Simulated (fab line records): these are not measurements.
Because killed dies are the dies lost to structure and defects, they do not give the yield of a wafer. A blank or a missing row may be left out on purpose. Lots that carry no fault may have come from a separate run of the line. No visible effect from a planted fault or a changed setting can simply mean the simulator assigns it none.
8D (eight disciplines) problem report, filled in by code ; flow n5Finfet ; the parts of the form that need people (team, actions taken, sign-off) are left out

## 1. PROBLEM STATEMENT
Across 2 wafers from 2 lots, HK_THK at N5_HKMG_FIN_THK_MEAS_70 averages 2.833 nm, while fault-free wafers read 1.571 nm with a standard deviation of 0.021. That puts it +60 standard deviations away from the usual mean.
The step: measures by xrf.
Seen first at day 7 11:02 on filmMetro-01, wafer L172.4. Wafers with a number at this step in the record: 10, from 4 lots. By rule, "out" or "out of limits" means more than 4 standard deviations away from the usual mean. All remaining wafers that have a number are taken as sound.

## 2. WHAT IT IS, WHAT IT ISN'T
question;is;is not
which readings at this step;HK_THK;-
which lots;L172, L176;L164, L181
which wafers of those lots;L172.4, L176.5;L172.2, L176.3
read on which gauges;filmMetro-01;filmMetro-02
when;from day 7 11:02;"up to then (4 sound wafers); but 4 sound wafers of L176, L181 came after"

## 3. THE SUSPECTS, EACH WITH WHAT RULES IT OUT
Counting: if a tool at a process step up to the reading ran every lot that is out, it stays a suspect. Sound lots after the first of them don't rule it out here, since some wafers of a struck lot are sound.
- the gauge at N5_HKMG_FIN_THK_MEAS_70 has been ruled out. All the wafers that are out were read on filmMetro-01, but those of them that N5_BEOL_M4_RC_MEAS_101 has rows for are out there too, on other tools.
- aldHk-01 at N5_HKMG_FIN_HK_ALD_01 (deposits HfO2, target thk 1.6 nm, pulse time 3 s, purge time 3 s): kept. Ran every lot that is out, first one L172 (day 7 07:03); last sound lot up to then L164 (day 5 05:04).
- Within aldHk-01 at N5_HKMG_FIN_HK_ALD_01: the wafers that are out ran in chambers 0, 1; their sound lot-mates ran in chambers 2, 3.
Left after counting: aldHk-01 at N5_HKMG_FIN_HK_ALD_01.

## 4. THE CAUSE (what the simulator had put in)
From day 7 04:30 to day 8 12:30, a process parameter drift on aldHk-01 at N5_HKMG_FIN_HK_ALD_01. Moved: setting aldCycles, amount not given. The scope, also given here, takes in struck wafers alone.
The count eliminated every tool but this one.

## 5. SEQUENCE OF EFFECTS, ordered by route
Each row: a reading where the mean over the struck wafers with a number is more than 3 standard deviations away from the usual. Readings are gone through only where the record gives a usual standard deviation; hours: the median, over the lots, of the time from a lot's start at the first step in this table giving one to that lot's start at this step; sigmas: the change measured in usual standard deviations.
hours;step;reading;usual;on struck wafers;change;sigmas
0;N5_HKMG_FIN_THK_MEAS_70;HK_THK;1.571 nm;2.833;+1.262;+60
115;N5_BEOL_M4_RC_MEAS_101;EOT_N;10.50;13.10;+2.60;+26
115;N5_BEOL_M4_RC_MEAS_101;EOT_P;10.45;12.96;+2.52;+27
115;N5_BEOL_M4_RC_MEAS_101;IGATE_N;0.0129 nA/um;0.0000;-0.0129;-7.2
115;N5_BEOL_M4_RC_MEAS_101;IGATE_P;0.0039 nA/um;0.0000;-0.0039;-7.1
115;N5_BEOL_M4_RC_MEAS_101;ION_P;461 uA/um;431;-30;-3.4
215;N5_PASSIVATION_PROBE_49;sort_bin_4_leakage;0.00 %;0.17;+0.17;+5.3
215;N5_PASSIVATION_PROBE_49;sort_bin_8_speed;0.2 %;41.9;+41.7;+32
215;N5_PASSIVATION_PROBE_49;sortNPass;1080;553;-527;-23
215;N5_PASSIVATION_PROBE_49;sortYieldPct;91.5 %;46.9;-44.6;-24
Its process steps:
- N5_PASSIVATION_PROBE_49

## 6. WHAT WOULD HAVE CAUGHT IT SOONER
Counted from the fault's start at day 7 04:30, it took 7 hours until the first out-of-limits reading at a measuring or inspecting step in this record, taken at day 7 11:02.
An alarm limit of 4 standard deviations would not have fired on the tool readings at N5_HKMG_FIN_HK_ALD_01 for which the record gives a usual standard deviation, since none of them was out on any struck wafer.
Among the 2 lots that are out, L176 began N5_HKMG_FIN_HK_ALD_01 on aldHk-01 after day 7 11:02. A tool hold placed at that time would have kept it from harm.
